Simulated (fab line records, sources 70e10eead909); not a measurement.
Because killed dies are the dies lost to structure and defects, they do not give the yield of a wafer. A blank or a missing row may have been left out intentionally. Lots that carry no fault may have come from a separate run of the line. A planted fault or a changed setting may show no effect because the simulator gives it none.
fab line records | flow nand-harc
record lots=6 wafers=18 last-day=32
route steps=1302 shown P_STI@88 P_GATE@110 END@1302
lots that met no fault: from a run of the same line without faults
start-h: start of the lot's first displayed wafer, in hours after the record's first day | wait-h: hours from the lot's prior step to this one | " as in the row above | L1.1+2: a row that stands for several wafers | - either no value or no given start | * or withheld: withheld | < > ~ a bound
route shown NAME@n: NAME is a module with steps in the file, n the number in the route of the first one | usual: mean/standard deviation of fault-free wafers | same: alike in all rows | chamber/n: place in a boat | sites: each site's reading | _std_site: standard deviation across them | _edge_site: outer sites' mean less inner sites' | radius-mm: how far each site lies from the wafer's centre | mask NAME#n: copy n | behind: the tool/chamber that last shaped the wafer | hold: reason for holding the lot/hours on hold/outcome of the hold | device: transistor that didn't switch, given as n, p or np | end of line: the tests these same wafers got at the end of their route | a step with no rows: only its recipe | killed: the dies lost at the first sort to structure and to defects; this is not the yield of the wafer | map: dies across one wafer; x = killed, . = not, _ = none there
set.NAME: the run value of the setting; set.NAME@STEP: its run value at that earlier step | model.NAME: the simulator's own value behind a step, which no gauge read
lots at selected steps of the route; one table per step, one row per wafer
services: from which hour (start-h, from the record's first day; less than 0 if before it) a tool's chamber was out of use, for how many hours, and why
## steps
# step NHARC_P_STI_ETCH_42
# recipe target-depth-a=800 overetch-a=240 time-s=61 ion-energy-ev=200 n2-flow-sccm=150 h2-flow-sccm=150 ar-flow-sccm=0 rf-w=400 bias-w=150 chemistry=N2/H2
# usual drypump-motor-current-A=5.8/0.41 oes-product-au=0.999/0.0091 rf-fwd-power-W=396.6/1.4 rf-vpp-V=430.4/2.6 showerhead-plenum-p-Torr=2.03/0.089 throttle-valve-pct=14.173/0.0095
# same time-s=61
# columns lot.wafer tool chamber start-h wait-h drypump-motor-current-A oes-product-au rf-fwd-power-W rf-hours-counter-h rf-vpp-V showerhead-plenum-p-Torr throttle-valve-pct
L794.4 rie-diel-06 1 113.51 0.1 5.8 1.013 393.6 6 433.5 2.13 14.171
L794.3 " 0 " " 6.1 1.010 396.8 7 433.6 2.12 14.185
L794.6 " 2 " " 6.2 1.001 400.1 - 425.5 1.91 14.175
L798.2 rie-diel-06 3 152.51 0.1 5.3 0.996 398.5 1 429.2 2.03 14.177
L798.4 " 0 " " 6.1 0.991 394.4 1 432.0 2.12 14.175
L798.5 " 3 " " 5.3 0.998 398.1 - 430.5 2.03 14.167
L801.4 rie-diel-07 3 183.39 0.1 6.5 0.999 395.9 5 434.3 2.19 14.162
L801.1 " 0 " " 5.9 0.993 395.5 5 428.9 1.96 14.179
L801.6 " 3 " " 6.5 0.982 396.4 - 435.2 2.19 14.176
L804.4 rie-diel-04 1 216.85 0.1 5.7 0.998 397.8 2 432.8 2.11 14.162
L804.2 " 3 " " 6.5 0.997 396.0 2 429.0 1.96 14.167
L804.6 " 1 " " 5.7 0.998 395.0 - 431.2 2.11 14.183
L805.2 rie-diel-06 1 222.51 0.1 5.9 1.015 395.5 4 433.5 2.12 14.160
L805.4 " 2 " " 6.2 0.995 397.3 5 426.3 1.91 14.184
L805.6 " 1 " " 5.9 1.015 395.4 - 433.2 2.12 14.170
L808.1 rie-diel-06 3 252.31 0.1 5.3 1.001 397.4 6 431.2 2.02 14.176
L808.2 " 0 " " 6.2 0.987 397.9 6 432.2 2.12 14.159
L808.3 " 1 " " 5.9 1.004 396.1 6 432.8 2.12 14.154
# step NHARC_P_STI_ETCH_31
# recipe target-depth-a=1089 time-s=54.5 cf4-flow-sccm=100 chf3-flow-sccm=30 ar-flow-sccm=0 rf-w=500 bias-w=200 chemistry=CF4/CHF3
# usual cf4-flow-sccm=100.00/0.29 chf3-flow-sccm=30.00/0.095 drypump-motor-current-A=5.8/0.42 oes-product-au=0.959/0.017 rf-fwd-power-W=495.2/1.9 rf-vpp-V=370.6/2.3 showerhead-plenum-p-Torr=1.57/0.064 throttle-valve-pct=16.802/0.01
# same time-s=54.5
# columns lot.wafer tool chamber start-h wait-h cf4-flow-sccm chf3-flow-sccm drypump-motor-current-A oes-product-au rf-fwd-power-W rf-hours-counter-h rf-vpp-V showerhead-plenum-p-Torr throttle-valve-pct
L794.4 rie-diel-06 0 - - 99.84 30.02 6.1 0.949 499.3 7 372.7 1.63 16.807
L794.3 " 1 " " 99.75 29.99 5.9 0.948 492.3 6 371.0 1.63 16.779
L794.6 " 2 " " 100.07 30.13 6.1 0.941 495.4 - 366.6 1.48 16.805
L798.2 rie-diel-06 0 - - 100.03 30.15 6.2 0.973 495.6 1 372.6 1.63 16.816
L798.4 " 3 " " 99.67 29.99 5.3 0.952 497.2 1 371.2 1.56 16.790
L798.5 " 1 " " 99.68 30.01 5.9 0.969 491.3 - 371.3 1.63 16.788
L801.4 rie-diel-07 0 - - 99.84 29.86 5.9 0.952 491.3 5 368.5 1.52 16.808
L801.1 " 1 " " 99.54 29.81 5.3 0.980 495.9 5 369.3 1.52 16.796
L801.6 " 0 " " 99.93 29.84 6.0 0.959 493.2 - 367.7 1.52 16.799
L804.2 rie-diel-04 1 - - 99.86 29.92 5.7 0.939 494.8 2 372.0 1.62 16.800
L804.4 " 2 " " 99.94 29.91 5.5 0.932 495.2 2 370.4 1.56 16.809
L804.6 " 1 " " 100.27 30.01 5.7 0.935 496.4 - 372.7 1.62 16.791
L805.4 rie-diel-06 0 - - 99.98 29.94 6.1 0.973 494.3 5 373.6 1.63 16.801
L805.2 " 1 " " 99.84 29.84 5.9 0.971 494.7 4 373.0 1.63 16.798
L805.6 " 1 " " 100.13 29.86 5.9 0.972 492.6 - 373.4 1.63 16.786
L808.3 rie-diel-06 0 - - 99.77 30.17 6.2 0.951 496.8 6 373.2 1.63 16.802
L808.2 " 1 " " 100.45 29.91 5.9 0.973 489.6 6 373.4 1.63 16.792
L808.1 " 2 " " 99.82 30.19 6.1 0.963 497.0 6 366.3 1.48 16.793
# step NHARC_P_STI_ETCH_15
# recipe target-depth-a=3000 taper-deg=4 time-s=100.1 hbr-flow-sccm=150 cl2-flow-sccm=50 rf-w=400 icp-w=400 bias-w=100 chemistry=HBr/Cl2
# usual drypump-motor-current-A=5.6/0.54 oes-product-au=1.000/0.011 rf-fwd-power-W=397.0/1.4 throttle-valve-pct=26.406/0.0097
# same time-s=100.1
# columns lot.wafer tool chamber start-h wait-h drypump-motor-current-A oes-product-au rf-fwd-power-W rf-hours-counter-h throttle-valve-pct
L794.3 rie-si-05 0 113.73 - 6.1 1.001 395.4 1.0 26.394
L794.4 " 1 " " 5.0 0.991 396.6 1.0 26.408
L794.6 " 2 " " 5.8 1.014 397.1 - 26.395
L798.2 rie-si-03 2 152.71 - 5.5 0.999 396.1 0.5 26.400
L798.4 " 0 " " 5.9 0.996 398.1 0.7 26.407
L798.5 " 2 " " 5.5 0.990 395.9 - 26.404
L801.4 rie-si-01 3 183.61 - 5.1 0.988 398.5 1.1 26.415
L801.1 " 0 " " 6.6 0.999 397.4 1.0 26.395
L801.6 " 1 " " 5.2 0.985 397.9 - 26.416
L804.2 rie-si-03 0 217.05 - 6.0 1.006 396.3 1.0 26.393
L804.4 " 1 " " 4.7 0.987 396.7 1.0 26.408
L804.6 " 0 " " 6.0 0.993 397.8 - 26.407
L805.2 rie-si-05 0 222.69 - 6.1 1.018 394.7 0.7 26.420
L805.4 " 2 " " 5.8 1.017 396.0 0.5 26.404
L805.6 " 0 " " 6.1 1.019 396.4 - 26.411
L808.3 rie-si-01 0 252.50 - 6.6 1.003 398.0 0.3 26.399
L808.1 " 2 " " 5.4 1.001 398.8 0.3 26.407
L808.2 " 3 " " 5.1 0.995 397.7 0.3 26.395
# step NHARC_P_STI_CD_MEAS_16
# usual cd-nm=200.4/2.1
# columns lot.wafer tool chamber start-h wait-h cd-nm
L794.3 cd-sem-03 - 113.86 - 200.5
L794.4 " - " " 204.5
L794.6 " - " " 204.5
L798.2 cd-sem-02 - 152.86 - 199.7
L798.4 " - " " 202.6
L798.5 " - " " 201.6
L801.1 cd-sem-02 - 183.74 - 199.9
L801.4 " - " " 201.7
L801.6 " - " " 201.1
L804.2 cd-sem-02 - 217.20 - 199.6
L804.4 " - " " 200.2
L804.6 " - " " 198.8
L805.2 cd-sem-02 - 222.86 - 198.6
L805.4 " - " " 199.7
L805.6 " - " " 201.2
L808.1 cd-sem-02 - 252.66 - 197.5
L808.2 " - " " 201.1
L808.3 " - " " 198.1
# step NHARC_P_STI_OCD_MEAS_17
# usual trench-depth-nm=301/4.9 trench-foot-cd-nm=158.5/2.3
# columns lot.wafer tool chamber start-h wait-h trench-depth-nm trench-foot-cd-nm
L794.3 ocd-01 - 113.95 0.1 303 160.2
L794.4 " - " " 300 163.5
L794.6 " - " " 306 162.9
L798.2 ocd-01 - 152.95 0.1 297 158.0
L798.4 " - " " 298 161.0
L798.5 " - " " 297 159.0
L801.1 ocd-02 - 183.83 0.1 302 157.7
L801.4 " - " " 295 158.9
L801.6 " - " " 293 159.1
L804.2 ocd-01 - 217.29 0.1 300 157.8
L804.4 " - " " 293 160.3
L804.6 " - " " 298 158.7
L805.2 ocd-02 - 222.94 0.1 309 154.8
L805.4 " - " " 309 156.7
L805.6 " - " " 311 157.0
L808.1 ocd-01 - 252.75 0.1 302 156.7
L808.2 " - " " 301 159.2
L808.3 " - " " 302 156.5
# step NHARC_P_STI_STRIP_19
# recipe time-s=900 temp-c=130 chemistry=SPM
# step NHARC_P_STI_PRECLEAN_32
# recipe time-s=* temp-c=50 bath-age-min=0 chemistry=SC1
# step NHARC_P_STI_SRD_23
# step NHARC_P_STI_OCD_MEAS_43
# usual trench-depth-nm=301/4.9 trench-foot-cd-nm=158.6/2.3
# columns lot.wafer tool chamber start-h wait-h trench-depth-nm trench-foot-cd-nm
L794.3 ocd-02 - 114.46 - 303 160.3
L794.4 " - " " 300 163.3
L794.6 " - " " 306 162.6
L798.2 ocd-02 - 153.45 - 297 158.1
L798.4 " - " " 298 160.6
L798.5 " - " " 298 159.1
L801.1 ocd-01 - 184.33 - 302 157.7
L801.4 " - " " 296 159.2
L801.6 " - " " 293 158.8
L804.2 ocd-02 - 217.79 - 300 157.5
L804.4 " - " " 293 160.8
L804.6 " - " " 298 158.8
L805.2 ocd-01 - 223.45 - 309 155.0
L805.4 " - " " 310 156.4
L805.6 " - " " 311 157.0
L808.1 ocd-01 - 253.25 - 302 156.5
L808.2 " - " " 300 158.5
L808.3 " - " " 303 157.0
# step NHARC_P_STI_OXIDE_33
# recipe target-thk-a=100 temp-c=1000 ox-time-s=281 material=SiO2
# step NHARC_P_STI_HDPCVD_20
# recipe target-thk-a=withheld sigma-open-frac=withheld material=SiO2
# step NHARC_P_STI_ANNEAL_34
# recipe temp-c=1000 time-s=1800
# step NHARC_P_STI_CMP_21
# recipe t-overpolish-s=20 target-thk-nm=380.67
# usual motor-current-A=12.1/1.3 overpolish-run-s=20.000/0.0089 retaining-ring-pressure-frac=0.999/0.0052
# columns lot.wafer tool chamber start-h wait-h motor-current-A overpolish-run-s retaining-ring-pressure-frac
L794.4 cmp-01 2 131.50 0.4 10.5 19.993 0.995
L794.3 " 3 " " 12.7 20.009 1.006
L794.6 " 2 " " 10.7 19.993 0.999
L798.2 cmp-02 2 170.04 0.4 11.4 19.998 0.992
L798.4 " 1 " " 13.3 19.991 0.999
L798.5 " 2 " " 10.9 19.982 0.993
L801.4 cmp-01 3 210.09 0.4 12.0 19.995 1.004
L801.1 " 0 " " 12.1 19.984 0.993
L801.6 " 2 " " 10.8 19.993 1.007
L804.4 cmp-01 2 236.21 0.4 10.6 19.989 1.001
L804.2 " 1 " " 14.3 19.997 0.997
L804.6 " 2 " " 10.2 20.001 1.002
L805.2 cmp-04 1 240.99 0.4 12.1 20.009 0.998
L805.4 " 0 " " 10.2 19.995 1.012
L805.6 " 2 " " 12.6 20.002 1.001
L808.2 cmp-04 1 270.34 0.4 12.4 20.013 0.994
L808.3 " 3 " " 12.9 19.983 0.999
L808.1 " 0 " " 10.7 19.997 1.000
# step NHARC_P_STI_SRD_35
# step NHARC_P_STI_ETCH_36
# recipe target-depth-a=388 chemistry=dHF material=SiO2
# step NHARC_P_STI_STRIP_24
# recipe temp-c=160 chemistry=H3PO4 material=Si3N4
# step NHARC_P_STI_ETCH_37
# recipe target-depth-a=110 chemistry=dHF material=SiO2
# step NHARC_P_STI_PRECLEAN_38
# recipe time-s=* temp-c=50 bath-age-min=0 chemistry=SC1
# step NHARC_P_STI_SRD_39
# step NHARC_P_STI_OXIDE_40
# recipe target-thk-a=100 temp-c=900 ox-time-s=1362 material=SiO2
# step NHARC_P_STI_INSPECT_25
# usual raw-defect-count=203/67
# columns lot.wafer tool chamber start-h wait-h raw-defect-count
L794.3 defect-inspect-02 - 139.23 0.4 230
L794.4 " - " " 119
L794.6 " - " " 232
L798.2 defect-inspect-01 - 178.08 0.4 228
L798.4 " - " " 238
L798.5 " - " " 256
L801.1 defect-inspect-01 - 217.78 0.4 633
L801.4 " - " " 593
L801.6 " - " " 569
L804.2 defect-inspect-01 - 244.72 0.4 562
L804.4 " - " " 464
L804.6 " - " " 568
L805.2 defect-inspect-01 - 248.80 0.4 129
L805.4 " - " " 163
L805.6 " - " " 195
L808.1 defect-inspect-02 - 278.74 0.4 203
L808.2 " - " " 224
L808.3 " - " " 279
# step NHARC_P_GATE_ETCH_69
# recipe target-depth-a=140 chemistry=dHF material=SiO2
# step NHARC_P_GATE_PRECLEAN_70
# recipe time-s=* temp-c=50 bath-age-min=0 chemistry=SC1
# step NHARC_P_GATE_SRD_01
# step NHARC_P_GATE_OXIDE_02
# recipe target-thk-a=375 temp-c=950 p-h2o-torr=720 ox-time-s=365 material=SiO2
# step NHARC_P_GATE_DEHYDRATE_03
# recipe temp-c=150 time-s=120
# step NHARC_P_GATE_HMDS_04
# recipe time-s=30
# step NHARC_P_GATE_COAT_05
# recipe spin-rpm=4690
# step NHARC_P_GATE_SOFTBAKE_06
# recipe temp-c=122 time-s=95
# step NHARC_P_GATE_EBR_07
# step NHARC_P_GATE_EXPOSE_08
# recipe na=0.6 dose-mj=16.75 mask-id=P_HV
# step NHARC_P_GATE_PEB_09
# recipe peb-temp-c=118 peb-time-s=85
# step NHARC_P_GATE_DEVELOP_10
# recipe time-s=70
# step NHARC_P_GATE_CD_MEAS_11
# recipe target-cd-nm=1640 landing-energy-ev=500
# usual cd-nm=1639.4/1.5
# columns lot.wafer tool chamber start-h wait-h cd-nm
L794.3 cd-sem-03 0 147.59 - 1638.3
L794.4 " 0 " " 1638.4
L794.6 " 0 " " 1639.3
L798.2 cd-sem-01 0 186.48 - 1640.6
L798.4 " 0 " " 1640.3
L798.5 " 0 " " 1640.8
L801.1 cd-sem-01 0 226.71 - 1639.2
L801.4 " 0 " " 1641.1
L801.6 " 0 " " 1640.3
L804.2 cd-sem-02 0 253.44 - 1640.7
L804.4 " 0 " " 1639.2
L804.6 " 0 " " 1639.0
L805.2 cd-sem-02 0 257.14 - 1642.6
L805.4 " 0 " " 1638.9
L805.6 " 0 " " 1638.8
L808.1 cd-sem-01 0 287.37 - 1639.0
L808.2 " 0 " " 1637.9
L808.3 " 0 " " 1637.8
# step NHARC_P_GATE_HARDBAKE_12
# recipe temp-c=125 time-s=80
# step NHARC_P_GATE_DESCUM_13
# recipe time-s=3 o2-flow-sccm=200 ar-flow-sccm=0 bias-power-w=0 chemistry=O2
# usual drypump-motor-current-A=5.6/0.38 oes-product-au=0.997/0.0099 rf-vpp-V=57.7/0.86 showerhead-plenum-p-Torr=1.92/0.07 throttle-valve-pct=11.311/0.0096
# same time-s=3
# columns lot.wafer tool chamber start-h wait-h drypump-motor-current-A oes-product-au rf-hours-counter-h rf-vpp-V showerhead-plenum-p-Torr throttle-valve-pct
L794.4 rie-diel-03 1 147.76 - 6.1 0.981 2.7 57.7 1.97 11.328
L794.3 " 2 " " 4.9 0.994 2.8 58.3 1.97 11.299
L794.6 " 1 " " 6.1 0.989 - 58.2 1.97 11.313
L798.2 rie-diel-01 2 186.66 - 6.0 1.003 6.3 58.7 1.87 11.311
L798.4 " 3 " " 5.1 0.996 7.6 57.6 1.84 11.316
L798.5 " 1 " " 5.5 1.011 - 55.9 1.98 11.325
L801.4 rie-diel-03 1 226.89 - 6.1 0.985 8.0 56.3 1.97 11.288
L801.1 " 2 " " 4.9 0.995 8.2 57.9 1.97 11.317
L801.6 " 1 " " 6.1 0.975 - 57.7 1.97 11.312
L804.4 rie-diel-01 0 253.61 - 4.9 0.994 1.9 58.2 1.86 11.298
L804.2 " 1 " " 5.5 0.989 2.5 56.7 1.97 11.292
L804.6 " 0 " " 4.9 1.001 - 58.0 1.86 11.325
L805.2 rie-diel-10 2 257.30 - 5.8 1.008 0.0 57.9 1.94 11.306
L805.4 " 0 " " 6.0 1.001 0.0 59.3 2.06 11.306
L805.6 " 3 " " 5.6 1.009 - 58.4 1.87 11.303
L808.3 rie-diel-01 2 287.55 - 6.0 0.997 3.5 58.2 1.87 11.316
L808.1 " 3 " " 5.1 0.991 3.1 58.3 1.84 11.327
L808.2 " 0 " " 4.9 1.006 2.6 57.0 1.86 11.308
# step NHARC_P_GATE_ETCH_14
# recipe target-depth-a=488 chemistry=dHF material=SiO2
# step NHARC_P_GATE_STRIP_15
# recipe time-s=780 temp-c=130 chemistry=SPM
# step NHARC_P_GATE_PRECLEAN_71
# recipe time-s=* temp-c=50 bath-age-min=0 chemistry=SC1
# step NHARC_P_GATE_SRD_72
# step NHARC_P_GATE_OXIDE_16
# recipe target-thk-a=30 temp-c=875 ox-time-s=392 material=SiO2
# step NHARC_P_GATE_INSPECT_28
# usual raw-defect-count=5.7/2.8
# columns lot.wafer tool chamber start-h wait-h raw-defect-count
L794.3 defect-inspect-02 - 161.60 0.0 6
L794.4 " - " " 3
L794.6 " - " " 6
L798.2 defect-inspect-01 - 207.80 0.0 3
L798.4 " - " " 6
L798.5 " - " " 3
L801.1 defect-inspect-01 - 245.42 0.0 392
L801.4 " - " " 389
L801.6 " - " " 341
L804.2 defect-inspect-01 - 270.72 0.0 382
L804.4 " - " " 334
L804.6 " - " " 350
L805.2 defect-inspect-01 - 272.89 0.0 10
L805.4 " - " " 12
L805.6 " - " " 10
L808.1 defect-inspect-02 - 302.05 0.0 5
L808.2 " - " " 3
L808.3 " - " " 4
# step NHARC_P_GATE_INSPECT_68
# usual raw-defect-count=188/70
# columns lot.wafer tool chamber start-h wait-h raw-defect-count
L794.3 defect-inspect-02 - 180.10 0.1 194
L794.4 " - " " 109
L794.6 " - " " 204
L798.2 defect-inspect-01 - 226.28 0.1 215
L798.4 " - " " 180
L798.5 " - " " 254
L801.1 defect-inspect-02 - 263.74 0.2 593
L801.4 " - " " 558
L801.6 " - " " 439
L804.2 defect-inspect-02 - 289.11 0.1 536
L804.4 " - " " 439
L804.6 " - " " 498
L805.2 defect-inspect-02 - 291.03 0.1 107
L805.4 " - " " 137
L805.6 " - " " 116
L808.1 defect-inspect-02 - 320.47 0.2 206
L808.2 " - " " 223
L808.3 " - " " 259
# step NHARC_END_SORT_01
# recipe temp-c=25
# usual killed-at-array=53/18 killed-at-other=1.0/1.2 killed-at-periphery=3.6/2.4 killed-dies=58/18 killed-open=3.4/1.8 killed-short=2.3/1.5
# same gross-dies=677
# columns lot.wafer tool chamber start-h wait-h killed-at-array killed-at-other killed-at-periphery killed-dies killed-open killed-short
L794.3 prober-02 0 635.49 3.1 47 0 1 48 0 4
L794.4 prober-02 0 636.29 3.4 50 0 4 54 6 4
L794.6 prober-02 0 637.91 4.0 46 0 2 48 3 1
L798.2 prober-02 0 676.78 2.8 68 1 1 70 4 2
L798.4 prober-02 0 678.37 3.4 67 1 1 69 3 3
L798.5 prober-02 0 679.17 3.7 68 1 3 72 5 4
L801.1 prober-01 0 716.90 2.5 60 1 268 329 4 3
L801.4 prober-01 0 719.27 3.4 67 0 264 331 1 1
L801.6 prober-01 0 720.86 4.0 56 1 245 302 0 2
L804.2 prober-02 0 733.79 2.8 29 1 287 317 3 2
L804.4 prober-02 0 735.39 3.4 23 2 256 281 1 1
L804.6 prober-02 0 736.99 4.0 26 1 260 287 0 3
L805.2 prober-02 0 741.60 2.8 75 1 3 79 6 1
L805.4 prober-02 0 743.20 3.4 68 1 5 74 9 2
L805.6 prober-02 0 744.81 4.0 71 0 1 72 3 3
# killed by level:class
L794.3 A_CHANNEL_HOLE_D2:chamber-film-flake=33 A_CHANNEL_HOLE_D1:chamber-film-flake=5 A_CONTACT:chamber-film-flake=3 A_ONON_D2:geometric-particle:short=2 A_M0:geometric-particle:short=2 P_M1:chamber-film-flake=1 A_ZERO_WELL:chamber-film-flake=1 A_SGD_CUT:chamber-film-flake=1
L794.4 A_CHANNEL_HOLE_D2:chamber-film-flake=34 A_CHANNEL_FILL_D1:geometric-particle:open=2 A_CONTACT:chamber-film-flake=2 P_BONDPAD:chamber-film-flake=2 A_ZERO_WELL:chamber-film-flake=2 A_CHANNEL_HOLE_D1:chamber-film-flake=2 P_M0:geometric-particle:open=1 A_SOURCE_PLATE:geometric-particle:open=1
L794.6 A_CHANNEL_HOLE_D2:chamber-film-flake=31 A_CONTACT:chamber-film-flake=4 A_ZERO_WELL:chamber-film-flake=3 A_CHANNEL_HOLE_D1:chamber-film-flake=2 P_M0:geometric-particle:open=1 A_CHANNEL_HOLE_D1:geometric-particle:open=1 A_CHANNEL_HOLE_D1:geometric-particle:short=1 A_ONON_D2:geometric-particle:open=1
L798.2 A_CHANNEL_HOLE_D1:chamber-film-flake=34 A_SLIT:chamber-film-flake=23 A_ZERO_WELL:chamber-film-flake=2 A_CHANNEL_FILL_D2:chamber-film-flake=2 P_STI:geometric-particle:open=1 A_ONON_D1:geometric-particle:open=1 A_CHANNEL_HOLE_D1:geometric-particle:open=1 A_CHANNEL_FILL_D1:geometric-particle:short=1
L798.4 A_CHANNEL_HOLE_D1:chamber-film-flake=26 A_SLIT:chamber-film-flake=22 A_CONTACT:chamber-film-flake=5 A_CHANNEL_FILL_D1:geometric-particle:short=2 A_CHANNEL_FILL_D2:chamber-film-flake=2 A_STAIRCASE:chamber-film-flake=2 A_M1:chamber-film-flake=2 P_CONTACT:geometric-particle:open=1
L798.5 A_CHANNEL_HOLE_D1:chamber-film-flake=31 A_SLIT:chamber-film-flake=20 A_CONTACT:chamber-film-flake=9 A_ONON_D1:geometric-particle:open=2 P_M0:geometric-particle:short=1 P_M0:geometric-particle:open=1 A_CHANNEL_FILL_D1:geometric-particle:short=1 A_DECK1_JOINT:geometric-particle:open=1
L801.1 P_STI:unspecified=264 A_CHANNEL_HOLE_D1:chamber-film-flake=21 A_SLIT:chamber-film-flake=15 A_CHANNEL_HOLE_D2:chamber-film-flake=10 A_CONTACT:chamber-film-flake=4 A_BONDPAD:chamber-film-flake=3 A_STAIRCASE:chamber-film-flake=2 P_GATE:geometric-particle:open=1
L801.4 P_STI:unspecified=262 A_CHANNEL_HOLE_D1:chamber-film-flake=26 A_SLIT:chamber-film-flake=18 A_CHANNEL_HOLE_D2:chamber-film-flake=7 A_BONDPAD:chamber-film-flake=5 A_CONTACT:chamber-film-flake=4 P_CONTACT:chamber-film-flake=2 A_CHANNEL_FILL_D2:chamber-film-flake=2
L801.6 P_STI:unspecified=240 A_CHANNEL_HOLE_D1:chamber-film-flake=23 A_SLIT:chamber-film-flake=18 A_CHANNEL_HOLE_D2:chamber-film-flake=6 A_CONTACT:chamber-film-flake=3 A_BONDPAD:chamber-film-flake=3 P_CONTACT:chamber-film-flake=2 P_GATE:chamber-film-flake=2
L804.2 P_STI:unspecified=286 A_CHANNEL_HOLE_D2:chamber-film-flake=12 A_CHANNEL_HOLE_D1:chamber-film-flake=6 A_STAIRCASE:chamber-film-flake=3 A_DECK1_JOINT:chamber-film-flake=2 A_ONON_D1:geometric-particle:open=1 A_DECK1_JOINT:geometric-particle:open=1 A_WL_FILL:geometric-particle:open=1
L804.4 P_STI:unspecified=255 A_CHANNEL_HOLE_D2:chamber-film-flake=8 A_CHANNEL_HOLE_D1:chamber-film-flake=7 A_SLIT:chamber-film-flake=2 A_CONTACT:chamber-film-flake=2 THIN_TSV:chamber-film-flake=2 P_CONTACT:geometric-particle:short=1 A_ONON_D2:geometric-particle:open=1
L804.6 P_STI:unspecified=258 A_CHANNEL_HOLE_D2:chamber-film-flake=14 A_CHANNEL_HOLE_D1:chamber-film-flake=3 A_SLIT:chamber-film-flake=3 A_DECK1_JOINT:chamber-film-flake=2 P_M2:geometric-particle:short=1 A_CHANNEL_HOLE_D2:geometric-particle:short=1 A_WL_FILL:geometric-particle:short=1
L805.2 A_CHANNEL_HOLE_D1:chamber-film-flake=34 A_SLIT:chamber-film-flake=20 A_CONTACT:chamber-film-flake=7 A_STAIRCASE:chamber-film-flake=6 A_ONON_D1:geometric-particle:open=2 A_CHANNEL_FILL_D1:geometric-particle:open=2 P_M0:geometric-particle:open=1 A_ONON_D2:geometric-particle:open=1
L805.4 A_CHANNEL_HOLE_D1:chamber-film-flake=23 A_SLIT:chamber-film-flake=22 A_CONTACT:chamber-film-flake=6 A_STAIRCASE:chamber-film-flake=4 A_CHANNEL_FILL_D2:chamber-film-flake=3 A_CHANNEL_FILL_D1:geometric-particle:open=2 A_M0:geometric-particle:open=2 P_GATE:chamber-film-flake=2
L805.6 A_CHANNEL_HOLE_D1:chamber-film-flake=29 A_SLIT:chamber-film-flake=22 A_STAIRCASE:chamber-film-flake=5 A_CHANNEL_FILL_D2:chamber-film-flake=3 A_CONTACT:chamber-film-flake=3 A_DECK1_JOINT:chamber-film-flake=2 A_CHANNEL_FILL_D1:geometric-particle:open=1 A_ONON_D2:geometric-particle:short=1
# map L801.4 (x killed, . not)
____________.____________
_________....xxx_________
_______xx....x...x_______
______xx..xx.xxx...______
_____.xxxxx.xx.xx.xx_____
____x.x...x........x.____
____...xxx...xx.x....____
___.xxxxxx...........x___
___.xx...x....x.....x.___
__.xx.xxx.xxxxxx.xx.xx.__
__xxxxxxx.x.....x...xxx__
_....x..x..x.x.....xx..x_
_x...x....x.x.xx...x...._
_x.xxxxxxx.xxx....x..xx._
_xxxx.xx..xx.x...x.xxx.._
_...xx..xxx..xxxx.x.xx.._
x..x...x...x.xxx..xx...x.
.....xxx..xx.xx.x..xx.x.x
x.x.x..x.xxxxxx.xxx......
....xxx....xxxxxxx.xx..x.
xxx..xx...x.xxxx.xx.x..xx
_x..x.xx....xxxxxx.x.x.._
_xx....xx..xx.x.xx.x...._
_.x.x..x.xx.xxxx..x....x_
_x..x..xx.x..x..xx.x.x.x_
_xxxx...x.xx.x.x.x.xx..._
__xx.xx.xx.x..xx..x.x.x__
__xxxx.xxxx....x.xxxx..__
___xxxx.xxx..x.x.xx..x___
___x.x..x.x....x.xxxx.___
____.x.x...x...x.xxx.____
____....xx...xxxx..xx____
_____.xx..x...xx.xxx_____
______x.xxxx.x..xx.______
_______..xxxx.x.x._______
_________.x.x..._________
____________.____________
# map L804.2 (x killed, . not)
____________x____________
_________x.x.xx._________
_______.xx......xx_______
______x..xx..xx....______
_____x.x....xxxxx.x._____
____x.......x...x....____
____.xxxxxxx.x..xxxxx____
___...x..x.x......x..x___
___..x..x....xx...xxx.___
__xxxx.x.x...x...x...xx__
__xxxxx..x..xx...x.xxx.__
_xx...x..x.x.....xx..xxx_
_x..x....x.xxxx.x..xx.xx_
_x...x.x.....x..xx.....x_
_x.x...x.xx..xx...x.xxxx_
_..xxx...x.x...x.xx.x..._
xxxx....x......x.......x.
x.xxxx.....xxxxxxx.xx...x
xxxx.xx..xx.x.x..x.x.x..x
..xxxx.xx...x.xxx.....x.x
x.x..x....xxxxx.x.xx...x.
_..x.xx..xxxxx...xxx..xx_
_.....x..xxxxx.x....x.x._
_..xx..xx..xx...xx...xxx_
_xxxxx...x.xxx...xx.xxx._
_...x....x.xx..x.x..x.x._
__xxxx....x.x..x.....x.__
__...x..x..x..xx..x.xx.__
___x...xx.x..xx.x.xx.x___
___x.x.xxxx.x.xxxx.xxx___
____x....xx.x.x.xxxxx____
____xxx.x.......xxxxx____
_____x..x..xxx...xxx_____
______..xx....xx.xx______
_______..x.......x_______
_________x.xx..x_________
____________x____________
## services
# columns tool chamber start-h hours kind
rie-diel-07 3 91.95 7.0 repair
rie-diel-07 0 101.86 3.0 repair
rie-diel-03 - 104.30 9.0 pm
cmp-04 - 111.00 4.0 pm
rie-si-03 3 115.29 6.6 repair
rie-diel-06 - 115.38 0.4 repair
rie-diel-07 - 117.30 9.0 pm
rie-diel-06 1 127.10 8.8 repair
rie-si-05 - 128.00 9.0 pm
rie-diel-06 - 130.27 9.0 pm
rie-diel-07 3 136.23 8.5 repair
rie-diel-06 - 166.25 0.2 repair
rie-diel-04 - 177.91 9.0 pm
cmp-01 - 185.50 4.0 pm
rie-si-01 - 193.00 9.0 pm
rie-diel-01 - 203.88 9.0 pm
cmp-04 - 209.00 4.0 pm
rie-diel-01 0 216.30 5.2 repair
rie-si-03 - 221.00 9.0 pm
rie-si-01 0 222.50 2.7 repair
rie-diel-07 1 251.76 3.7 repair
cmp-01 - 253.53 3.7 repair
cmp-01 - 283.50 4.0 pm
rie-diel-06 1 284.62 12.8 repair
## key
first-sign step=NHARC_P_STI_INSPECT_25 reading=raw-defect-count direction=up sigmas=5.4 usual=203 struck=565
effect step=NHARC_P_GATE_INSPECT_28 reading=raw-defect-count direction=up sigmas=99+ usual=5.7 struck=364.7
effect step=NHARC_P_GATE_INSPECT_68 reading=raw-defect-count direction=up sigmas=4.6 usual=188 struck=510
effect step=NHARC_END_SORT_01 reading=killed-at-periphery direction=up sigmas=99+ usual=3.6 struck=263.3
more-kills-born-at NHARC_P_STI_CMP_21@cmp-01=1565
met-at NHARC_P_STI_CMP_21
struck-wafers L801.1,L801.4,L801.6,L804.2,L804.4,L804.6
tester-left-out L801,L804
onset-between 131.50 210.09
fault kind=chamber-particle-source tool=cmp-01 chamber=- onset-h=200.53 steps=NHARC_P_STI_CMP_21 rate-per-visit-cm2=0.5844 end-h=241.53
# tester-left-out: of these lots the tester's yield and bins aren't shown, on N5 and GAA mostly nor the transistor test; their killed dies are dies lost to structure and defects alone, not to doping, threshold or leakage, so they don't give the yield
